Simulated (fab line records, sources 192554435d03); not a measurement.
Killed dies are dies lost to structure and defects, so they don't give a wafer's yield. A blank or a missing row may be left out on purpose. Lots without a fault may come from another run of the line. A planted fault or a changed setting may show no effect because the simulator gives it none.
One fault seen from 3 desks | flow n5_finfet | each desk has only its own numbers; what lay behind them comes last

THE DEFECT DESK
What the inspections along the route counted, lot by lot: means of the sampled wafers that have a number. A lot is out of limits, marked OUT, if its mean lies more than 4 standard deviations from the usual mean; the brackets give that distance.
Columns: A = raw_defect_count at N5_SDB_INSPECT_36, usual 43
lot  | first seen here | A
L422 | day 4 15:46     | 143
L423 | day 4 21:40     | 18
L424 | day 5 05:24     | 29
L425 | day 5 14:36     | 41
L429 | day 6 11:53     | 57
L436 | day 8 02:32     | 31
L437 | day 8 07:10     | 25
L438 | day 8 15:47     | 45
L439 | day 9 04:34     | 38
This desk's finding: nothing out of limits on any of the 9 lots.

THE TOOL OWNER'S DESK: rie_diel-03
The tool's own readings at N5_HKMG_FIN_ETCH_58 (etches SOC in N2/H2, target depth 215.8 nm, time 741 s): means of the sampled wafers that have a number, for each lot that ran on this tool. A lot is out of limits, marked OUT, if its mean lies more than 4 standard deviations from the usual mean; the brackets give that distance.
Columns: A = bias_w at N5_HKMG_FIN_ETCH_58, usual 13.01 W; B = drypump_motor_current_A at N5_HKMG_FIN_ETCH_58, usual 5.5 A; C = oes_product_au at N5_HKMG_FIN_ETCH_58, usual 0.81 a.u.; D = rf_vpp_V at N5_HKMG_FIN_ETCH_58, usual 98.9 V; E = showerhead_plenum_p_Torr at N5_HKMG_FIN_ETCH_58, usual 2.53 Torr; F = throttle_valve_pct at N5_HKMG_FIN_ETCH_58, usual 17.8 %
lot  | first seen here | A     | B   | C               | D    | E    | F
L422 | day 4 17:43     | 13.03 | 5.6 | 0.90            | 98.8 | 2.48 | 17.6
L423 | day 4 23:33     | 13.00 | 5.5 | 0.86            | 98.0 | 2.55 | 17.7
L424 | day 5 08:01     | 13.01 | 5.5 | 0.99            | 98.5 | 2.55 | 17.7
L425 | day 5 16:55     | 12.96 | 6.1 | 1.37 (+5.0) OUT | 99.1 | 2.50 | 17.9
L429 | day 6 14:02     | 12.99 | 5.7 | 0.94            | 99.0 | 2.56 | 17.9
This desk's finding: out of limits on L425; first on L425, day 5 16:55 (oes_product_au at N5_HKMG_FIN_ETCH_58). In limits: L422, L423, L424, L429.

THE METROLOGY DESK
What the gauges read, lot by lot, whatever tool the lot ran on: means of the sampled wafers that have a number. A lot is out of limits, marked OUT, if its mean lies more than 4 standard deviations from the usual mean; the brackets give that distance. Of its 10 readings 7 are shown: those that lie furthest out on some lot.
Columns: A = DIBL_N at N5_BEOL_M4_RC_MEAS_101, usual 35.8 mV/V; B = DIBL_P at N5_BEOL_M4_RC_MEAS_101, usual 35.9 mV/V; C = IOFF_N at N5_BEOL_M4_RC_MEAS_101, usual 0.152 nA/um; D = IOFF_P at N5_BEOL_M4_RC_MEAS_101, usual 0.21 nA/um; E = ION_N at N5_BEOL_M4_RC_MEAS_101, usual 672 uA/um; F = VT_N at N5_BEOL_M4_RC_MEAS_101, usual 250 mV; G = VT_P at N5_BEOL_M4_RC_MEAS_101, usual -250 mV
lot  | first seen here | A    | B    | C     | D    | E   | F   | G
L422 | day 8 10:41     | 36.1 | 33.3 | 0.123 | 0.16 | 665 | 255 | -256
L423 | day 9 07:46     | 34.3 | 35.4 | 0.130 | 0.16 | 670 | 251 | -254
L424 | day 9 10:22     | 36.3 | 34.5 | 0.150 | 0.21 | 667 | 249 | -248
L425 | day 10 02:51    | 36.2 | 38.0 | 0.150 | 0.18 | 682 | 251 | -252
L429 | day 10 23:31    | 37.8 | 35.1 | 0.149 | 0.21 | 666 | 253 | -249
L437 | day 12 07:54    | 34.6 | 36.8 | 0.170 | 0.23 | 684 | 247 | -248
L436 | day 12 20:54    | 35.3 | 36.8 | 0.173 | 0.22 | 688 | 246 | -250
L438 | day 12 21:50    | 35.9 | 38.4 | 0.172 | 0.24 | 683 | 249 | -249
L439 | day 13 01:29    | 34.1 | 34.9 | 0.142 | 0.22 | 667 | 251 | -247
This desk's finding: nothing out of limits on any of the 9 lots.

PUT TOGETHER
The tool owner's desk could have raised an alarm at day 5 16:55, on L425.
The defect desk saw nothing out of limits.
The metrology desk saw nothing out of limits.
The defect desk has L425 on record, within its limits.
The metrology desk has L425 on record, within its limits.
Of the lots named, all ran N5_HKMG_FIN_ETCH_58 on rie_diel-03.

WHAT THE SIMULATOR HAD PUT IN
Process parameter drift: rie_diel-03, from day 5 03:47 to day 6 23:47, at N5_HKMG_FIN_ETCH_58. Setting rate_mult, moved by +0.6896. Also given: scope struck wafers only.
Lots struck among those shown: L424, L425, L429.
Hours from the fault's start to each desk's first reading out of limits: the tool owner's desk, 13.
